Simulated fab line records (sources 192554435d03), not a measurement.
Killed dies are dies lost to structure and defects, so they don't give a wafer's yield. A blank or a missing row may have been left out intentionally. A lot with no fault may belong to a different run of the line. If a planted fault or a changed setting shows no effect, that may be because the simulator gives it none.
Which tool was responsible?	flow n5-finfet	24 lots with 72 wafers sampled at 6 steps, on a route of 1938 steps

## WHAT EACH GAUGE READ, for each wafer
Not one reading of a measure or inspect step in the record can be checked against a usual standard deviation.

## WHICH TOOL RAN EACH LOT (tool, then ch and the chambers of the sampled wafers, then the start)
lot	N5_BEOL_M2_ETCH_77	N5_BEOL_M2_ETCH_41	N5_BEOL_M2_STRIP_97	N5_BEOL_M2_DEGAS_44	N5_BEOL_M2_SPUTTER_86	N5_BEOL_M2_CO_CAP_55
L074	rie-diel-05 ch 1,2,3, day 6 16:38	rie-diel-05 ch 0,2,3, day 6 18:47 or earlier	rie-diel-05 ch 0,2,3, day 6 18:47 or earlier	pvd-sputter-03, day 6 18:47	pvd-sputter-03, day 6 20:18	cvd-co-02 ch 0,1,2, day 6 22:17
L075	rie-diel-04 ch 0,1,2, day 6 19:17	rie-diel-04 ch 0,2,3, day 6 22:28 or earlier	rie-diel-04 ch 0,2,3, day 6 22:28 or earlier	pvd-sputter-01, day 6 22:28	pvd-sputter-01, day 6 23:52	cvd-co-01 ch 0,1,2, day 7 01:58
L076	rie-diel-01 ch 1,2,3, day 7 03:31	rie-diel-04 ch 0,2,3, day 7 09:31 or earlier	rie-diel-04 ch 0,2,3, day 7 09:31 or earlier	pvd-sputter-03, day 7 09:31	pvd-sputter-02, day 7 11:35	cvd-co-01 ch 0,1,2, day 7 13:40
L078	rie-diel-05 ch 1,2,3, day 7 10:19	rie-diel-01 ch 0,1,3, day 7 14:41 or earlier	rie-diel-01 ch 0,1,3, day 7 14:41 or earlier	pvd-sputter-01, day 7 14:41	pvd-sputter-01, day 7 16:04	cvd-co-01 ch 1,2, day 7 18:26
L077	rie-diel-05 ch 0,1,2, day 7 15:43	rie-diel-04 ch 0,1, day 7 17:44 or earlier	rie-diel-04 ch 0,1, day 7 17:44 or earlier	pvd-sputter-02, day 7 17:44	pvd-sputter-01, day 7 19:05	cvd-co-01 ch 0,1,2, day 7 21:04
L079	rie-diel-05 ch 0,2,3, day 7 19:02	rie-diel-01 ch 1,2,3, day 7 21:22 or earlier	rie-diel-01 ch 1,2,3, day 7 21:22 or earlier	pvd-sputter-03, day 7 21:22	pvd-sputter-01, day 7 22:54	cvd-co-01 ch 0,1,2, day 8 00:56
L080	rie-diel-05 ch 0,1,2, day 7 22:16	rie-diel-01 ch 1,2,3, day 8 00:03 or earlier	rie-diel-01 ch 1,2,3, day 8 00:03 or earlier	pvd-sputter-03, day 8 00:03	pvd-sputter-02, day 8 01:21	cvd-co-02 ch 0,1, day 8 03:20
L081	rie-diel-01 ch 1,2,3, day 8 04:37	rie-diel-01 ch 0,1, day 8 12:08 or earlier	rie-diel-01 ch 0,1, day 8 12:08 or earlier	pvd-sputter-01, day 8 12:08	pvd-sputter-03, day 8 13:25	cvd-co-02 ch 0,1,2, day 8 15:24
L082	rie-diel-04 ch 0,1,3, day 8 06:58	rie-diel-01 ch 0,2,3, day 8 12:36 or earlier	rie-diel-01 ch 0,2,3, day 8 12:36 or earlier	pvd-sputter-03, day 8 12:36	pvd-sputter-02, day 8 13:58	cvd-co-01 ch 0,2, day 8 16:06
L083	rie-diel-05 ch 1,3, day 8 13:37	rie-diel-01 ch 0,2,3, day 8 15:35 or earlier	rie-diel-01 ch 0,2,3, day 8 15:35 or earlier	pvd-sputter-02, day 8 15:35	pvd-sputter-03, day 8 17:08	cvd-co-01 ch 0,1,2, day 8 19:07
L084	rie-diel-05 ch 1,2,3, day 8 22:41	rie-diel-05 ch 0,2,3, day 9 01:17 or earlier	rie-diel-05 ch 0,2,3, day 9 01:17 or earlier	pvd-sputter-01, day 9 01:17	pvd-sputter-01, day 9 02:44	cvd-co-01 ch 0,2, day 9 04:43
L085	rie-diel-05 ch 0,2,3, day 9 07:21	rie-diel-04 ch 0,1,3, day 9 10:24 or earlier	rie-diel-04 ch 0,1,3, day 9 10:24 or earlier	pvd-sputter-03, day 9 10:24	pvd-sputter-03, day 9 11:56	cvd-co-01 ch 0,1,2, day 9 13:54
L086	rie-diel-04 ch 0,3, day 9 16:58	rie-diel-05 ch 1,2,3, day 9 19:16 or earlier	rie-diel-05 ch 1,2,3, day 9 19:16 or earlier	pvd-sputter-01, day 9 19:16	pvd-sputter-01, day 9 20:34	cvd-co-02 ch 0,1,2, day 9 22:32
L087	rie-diel-05 ch 0,1,3, day 9 20:39	rie-diel-04 ch 0,3, day 9 22:49 or earlier	rie-diel-04 ch 0,3, day 9 22:49 or earlier	pvd-sputter-01, day 9 22:49	pvd-sputter-01, day 10 00:25	cvd-co-02 ch 0,2, day 10 02:23
L088	rie-diel-01 ch 0,1,2, day 10 00:47	rie-diel-04 ch 0,1,3, day 10 02:27 or earlier	rie-diel-04 ch 0,1,3, day 10 02:27 or earlier	pvd-sputter-03, day 10 02:27	pvd-sputter-01, day 10 05:28	cvd-co-01 ch 0,1,2, day 10 07:26
L089	rie-diel-05 ch 1,2,3, day 10 04:15	rie-diel-01 ch 0,2,3, day 10 08:06 or earlier	rie-diel-01 ch 0,2,3, day 10 08:06 or earlier	pvd-sputter-01, day 10 08:06	pvd-sputter-01, day 10 09:23	cvd-co-02 ch 0,1,2, day 10 11:29
L090	rie-diel-04 ch 0,2,3, day 10 12:31	rie-diel-04 ch 1,2,3, day 10 16:50 or earlier	rie-diel-04 ch 1,2,3, day 10 16:50 or earlier	pvd-sputter-01, day 10 16:50	pvd-sputter-01, day 10 18:08	cvd-co-02 ch 0,2, day 10 20:07
L091	rie-diel-01 ch 0,1,3, day 10 23:49	rie-diel-01 ch 0,1,3, day 11 02:58 or earlier	rie-diel-01 ch 0,1,3, day 11 02:58 or earlier	pvd-sputter-03, day 11 02:58	pvd-sputter-02, day 11 04:25	cvd-co-01 ch 1,2, day 11 06:23
L092	rie-diel-01 ch 0,1,2, day 11 01:08	rie-diel-05 ch 0,1,2, day 11 05:58 or earlier	rie-diel-05 ch 0,1,2, day 11 05:58 or earlier	pvd-sputter-03, day 11 05:58	pvd-sputter-02, day 11 07:13	cvd-co-02 ch 0,1, day 11 09:10
L093	rie-diel-04 ch 1,3, day 11 04:52	rie-diel-04 ch 0,3, day 11 08:53 or earlier	rie-diel-04 ch 0,3, day 11 08:53 or earlier	pvd-sputter-01, day 11 08:53	pvd-sputter-01, day 11 10:12	cvd-co-01 ch 0,1,2, day 11 12:26
L094	rie-diel-04 ch 0,1, day 11 13:03	rie-diel-01 ch 2,3, day 11 16:56 or earlier	rie-diel-01 ch 2,3, day 11 16:56 or earlier	pvd-sputter-01, day 11 16:56	pvd-sputter-03, day 11 18:22	cvd-co-01 ch 0,1,2, day 11 20:25
L095	rie-diel-01 ch 1,2, day 11 17:52	rie-diel-05 ch 0,1,2, day 11 19:43 or earlier	rie-diel-05 ch 0,1,2, day 11 19:43 or earlier	pvd-sputter-02, day 11 19:43	pvd-sputter-01, day 11 21:05	cvd-co-02 ch 0,1,2, day 11 23:04
L096	rie-diel-05 ch 0,1, day 12 00:22	rie-diel-01 ch 0,2,3, day 12 02:05 or earlier	rie-diel-01 ch 0,2,3, day 12 02:05 or earlier	pvd-sputter-02, day 12 02:05	pvd-sputter-02, day 12 03:42	cvd-co-02 ch 0,1,2, day 12 05:42
L097	rie-diel-05 ch 1,2,3, day 12 08:06	rie-diel-05 ch 0,1,2, day 12 15:30 or earlier	rie-diel-05 ch 0,1,2, day 12 15:30 or earlier	pvd-sputter-01, day 12 15:30	pvd-sputter-01, day 12 16:48	cvd-co-01 ch 0,2, day 12 18:46
- N5_BEOL_M2_ETCH_77: etches underlayer in N2/H2, target depth 6.5 nm, time 5.2 s.
- N5_BEOL_M2_ETCH_41: etches SiCN in CH3F/O2, target depth 29.9 nm, time 52.5 s.
- N5_BEOL_M2_STRIP_97: strips in N2/H2, time 10 s.
- N5_BEOL_M2_DEGAS_44: time 60 s.
- N5_BEOL_M2_SPUTTER_86: material Cu, target thk 4.5 nm, time 8.29 s.
- N5_BEOL_M2_CO_CAP_55: material Co, precursor CCTBA/H2, target thk 2 nm, time 102.1 s.

## AS READ BY THE TOOLS THEMSELVES (means over the sampled wafers that have a number; for cases with no such wafer, the mark the record gives instead)
N5_BEOL_M2_ETCH_77. Usual: drypump-motor-current-A 5.7 A, standard deviation 0.53; etch-rf-on-time-s 5.24 s, standard deviation 0.16; oes-product-au 0.70 a.u., standard deviation 0.069; rf-vpp-V 522.8 V, standard deviation 1.8; showerhead-plenum-p-Torr 2.51 Torr, standard deviation 0.06; throttle-valve-pct 17.9 %, standard deviation 0.35.
lot	tool	drypump-motor-current-A (A)	etch-rf-on-time-s (s)	oes-product-au (a.u.)	rf-vpp-V (V)	showerhead-plenum-p-Torr (Torr)	throttle-valve-pct (%)	flag
L074	rie-diel-05	5.8	5.39	0.72	522.0	2.50	18.0	
L075	rie-diel-04	5.6	5.23	0.75	522.5	2.53	17.8	
L076	rie-diel-01	5.7	5.19	0.65	523.9	2.58	18.2	
L078	rie-diel-05	5.8	5.37	0.72	523.5	2.50	18.0	
L077	rie-diel-05	5.9	5.28	0.70	522.6	2.49	18.0	
L079	rie-diel-05	5.6	5.38	0.71	522.6	2.50	18.0	
L080	rie-diel-05	5.9	5.35	0.69	521.7	2.49	18.0	
L081	rie-diel-01	5.6	5.22	0.65	524.2	2.58	18.2	
L082	rie-diel-04	5.8	5.25	0.73	523.5	2.52	17.8	
L083	rie-diel-05	5.5	5.23	0.75	521.5	2.46	17.6	
L084	rie-diel-05	5.8	5.37	0.70	522.2	2.49	18.0	
L085	rie-diel-05	5.6	5.27	0.70	521.7	2.50	18.0	
L086	rie-diel-04	6.0	5.15	0.73	520.7	2.47	17.7	
L087	rie-diel-05	5.3	5.15	0.74	522.4	2.46	17.7	
L088	rie-diel-01	5.8	5.25	0.62	524.6	2.58	18.3	
L089	rie-diel-05	5.8	5.40	0.69	521.4	2.49	18.0	
L090	rie-diel-04	5.8	5.17	0.72	523.2	2.48	17.8	
L091	rie-diel-01	6.1	5.30	0.64	523.8	2.54	18.2	
L092	rie-diel-01	5.8	5.26	0.62	524.5	2.58	18.3	
L093	rie-diel-04	5.6	5.13	0.72	523.7	2.55	17.8	
L094	rie-diel-04	5.7	5.33	0.65	522.4	2.50	18.0	
L095	rie-diel-01	5.6	5.35	0.58	523.4	2.56	18.5	
L096	rie-diel-05	5.3	5.05	0.71	520.8	2.45	17.7	
L097	rie-diel-05	5.8	5.36	0.67	522.4	2.48	18.0	

N5_BEOL_M2_ETCH_41. Usual: drypump-motor-current-A 5.7 A, standard deviation 0.47; oes-product-au 0.80 a.u., standard deviation 0.082; rf-vpp-V 297.1 V, standard deviation 1.3; showerhead-plenum-p-Torr 2.00 Torr, standard deviation 0.058; throttle-valve-pct 16.42 %, standard deviation 0.27.
lot	tool	drypump-motor-current-A (A)	oes-product-au (a.u.)	rf-vpp-V (V)	showerhead-plenum-p-Torr (Torr)	throttle-valve-pct (%)	flag
L074	rie-diel-05	5.6	0.85	297.6	1.97	16.37	
L075	rie-diel-04	5.8	0.90	296.6	1.95	16.07	
L076	rie-diel-04	5.7	0.89	295.7	1.95	16.07	
L078	rie-diel-01	6.0	0.76	297.7	2.02	16.61	
L077	rie-diel-04	5.6	0.83	297.1	2.01	16.33	
L079	rie-diel-01	5.7	0.75	297.1	2.05	16.65	
L080	rie-diel-01	5.7	0.75	297.8	2.05	16.66	
L081	rie-diel-01	5.9	0.72	297.3	1.99	16.78	
L082	rie-diel-01	5.8	0.78	297.1	2.06	16.49	
L083	rie-diel-01	5.9	0.78	297.1	2.06	16.50	
L084	rie-diel-05	5.6	0.83	297.1	1.97	16.40	
L085	rie-diel-04	5.8	0.84	296.1	1.97	16.22	
L086	rie-diel-05	5.8	0.82	297.3	1.96	16.42	
L087	rie-diel-04	6.0	0.86	296.3	1.94	16.09	
L088	rie-diel-04	5.8	0.83	297.1	1.97	16.23	
L089	rie-diel-01	5.9	0.77	297.4	2.05	16.51	
L090	rie-diel-04	5.6	0.88	296.2	1.99	16.19	
L091	rie-diel-01	6.0	0.74	298.0	2.01	16.67	
L092	rie-diel-05	5.9	0.79	296.8	1.96	16.45	
L093	rie-diel-04	6.0	0.80	294.9	1.92	16.17	
L094	rie-diel-01	5.5	0.74	298.2	2.08	16.59	
L095	rie-diel-05	5.9	0.78	295.7	1.95	16.47	
L096	rie-diel-01	5.9	0.75	297.7	2.05	16.54	
L097	rie-diel-05	5.9	0.77	295.9	1.95	16.49	

N5_BEOL_M2_STRIP_97. Usual: drypump-motor-current-A 5.7 A, standard deviation 0.47; oes-product-au 0.81 a.u., standard deviation 0.082; rf-vpp-V 59.2 V, standard deviation 0.87; showerhead-plenum-p-Torr 2.53 Torr, standard deviation 0.064; throttle-valve-pct 23.8 %, standard deviation 0.42.
lot	tool	drypump-motor-current-A (A)	oes-product-au (a.u.)	rf-vpp-V (V)	showerhead-plenum-p-Torr (Torr)	throttle-valve-pct (%)	flag
L074	rie-diel-05	5.6	0.86	59.0	2.50	24.0	
L075	rie-diel-04	5.8	0.91	59.1	2.49	23.6	
L076	rie-diel-04	5.8	0.89	58.5	2.49	23.6	
L078	rie-diel-01	6.0	0.76	58.8	2.55	24.0	
L077	rie-diel-04	5.6	0.85	58.2	2.56	23.6	
L079	rie-diel-01	5.7	0.75	59.3	2.58	24.0	
L080	rie-diel-01	5.7	0.76	59.9	2.58	24.0	
L081	rie-diel-01	6.0	0.71	59.6	2.54	24.3	
L082	rie-diel-01	5.9	0.78	59.8	2.59	23.8	
L083	rie-diel-01	5.9	0.78	58.9	2.59	23.8	
L084	rie-diel-05	5.6	0.84	58.1	2.49	24.0	
L085	rie-diel-04	5.8	0.85	59.8	2.51	23.6	
L086	rie-diel-05	5.8	0.84	59.0	2.49	23.9	
L087	rie-diel-04	6.0	0.87	59.1	2.46	23.5	
L088	rie-diel-04	5.8	0.85	59.4	2.50	23.6	
L089	rie-diel-01	5.9	0.77	60.4	2.59	23.8	
L090	rie-diel-04	5.6	0.88	59.0	2.52	23.5	
L091	rie-diel-01	6.0	0.73	58.1	2.54	24.1	
L092	rie-diel-05	5.9	0.79	59.4	2.47	23.9	
L093	rie-diel-04	5.9	0.80	59.2	2.46	23.7	
L094	rie-diel-01	5.5	0.74	59.2	2.61	23.8	
L095	rie-diel-05	5.9	0.79	59.9	2.47	24.0	
L096	rie-diel-01	5.9	0.75	59.4	2.58	23.8	
L097	rie-diel-05	5.9	0.79	59.0	2.47	24.0	

N5_BEOL_M2_DEGAS_44. Usual: heater-power-w 346 W, standard deviation 36.
lot	tool	heater-power-w (W)	flag
L074	pvd-sputter-03	356	
L075	pvd-sputter-01	336	
L076	pvd-sputter-03	357	
L078	pvd-sputter-01	370	
L077	pvd-sputter-02	311	
L079	pvd-sputter-03	376	
L080	pvd-sputter-03	358	
L081	pvd-sputter-01	382	
L082	pvd-sputter-03	353	
L083	pvd-sputter-02	311	
L084	pvd-sputter-01	332	
L085	pvd-sputter-03	366	
L086	pvd-sputter-01	357	
L087	pvd-sputter-01	336	
L088	pvd-sputter-03	339	
L089	pvd-sputter-01	330	
L090	pvd-sputter-01	345	
L091	pvd-sputter-03	389	
L092	pvd-sputter-03	363	
L093	pvd-sputter-01	365	
L094	pvd-sputter-01	351	
L095	pvd-sputter-02	309	
L096	pvd-sputter-02	330	
L097	pvd-sputter-01	337	

N5_BEOL_M2_SPUTTER_86. Usual: throttle-valve-pct 29.7 %, standard deviation 1.2.
lot	tool	throttle-valve-pct (%)	flag
L074	pvd-sputter-03	29.8	
L075	pvd-sputter-01	30.0	
L076	pvd-sputter-02	29.8	
L078	pvd-sputter-01	30.1	
L077	pvd-sputter-01	30.0	
L079	pvd-sputter-01	30.3	
L080	pvd-sputter-02	30.3	
L081	pvd-sputter-03	29.8	
L082	pvd-sputter-02	29.4	
L083	pvd-sputter-03	29.9	
L084	pvd-sputter-01	29.0	
L085	pvd-sputter-03	30.3	
L086	pvd-sputter-01	31.2	
L087	pvd-sputter-01	30.2	
L088	pvd-sputter-01	29.2	
L089	pvd-sputter-01	29.9	
L090	pvd-sputter-01	28.9	
L091	pvd-sputter-02	29.7	
L092	pvd-sputter-02	30.1	
L093	pvd-sputter-01	29.2	
L094	pvd-sputter-03	29.5	
L095	pvd-sputter-01	28.8	
L096	pvd-sputter-02	29.5	
L097	pvd-sputter-01	30.3	

N5_BEOL_M2_CO_CAP_55. Usual: heater-power-w 240 W, standard deviation 18.
lot	tool	heater-power-w (W)	flag
L074	cvd-co-02	236	
L075	cvd-co-01	238	
L076	cvd-co-01	236	
L078	cvd-co-01	248	
L077	cvd-co-01	235	
L079	cvd-co-01	236	
L080	cvd-co-02	240	
L081	cvd-co-02	244	
L082	cvd-co-01	245	
L083	cvd-co-01	238	
L084	cvd-co-01	228	
L085	cvd-co-01	238	
L086	cvd-co-02	242	
L087	cvd-co-02	254	
L088	cvd-co-01	239	
L089	cvd-co-02	242	
L090	cvd-co-02	255	
L091	cvd-co-01	256	
L092	cvd-co-02	241	
L093	cvd-co-01	239	
L094	cvd-co-01	235	
L095	cvd-co-02	243	
L096	cvd-co-02	245	
L097	cvd-co-01	232	

## THE ANSWER, worked out from the rows above alone
Rule: a lot is off if the mean of its wafers that have a number lies more than 3 standard deviations from the usual mean. Also off: a lot with no number at a reading for which 4 or more lots have one. The other lots that the step has rows for count as sound. The gauges are gone through in route order, then the tools' own readings, and for those a lot's mean is taken as printed above. The first step at which some lot is off is used, and at that step the reading that is off furthest; a lot without a number counts as furthest.
Nothing can be told from this: no lot is off at any reading shown.

## WHAT THE SIMULATOR HAD INSERTED
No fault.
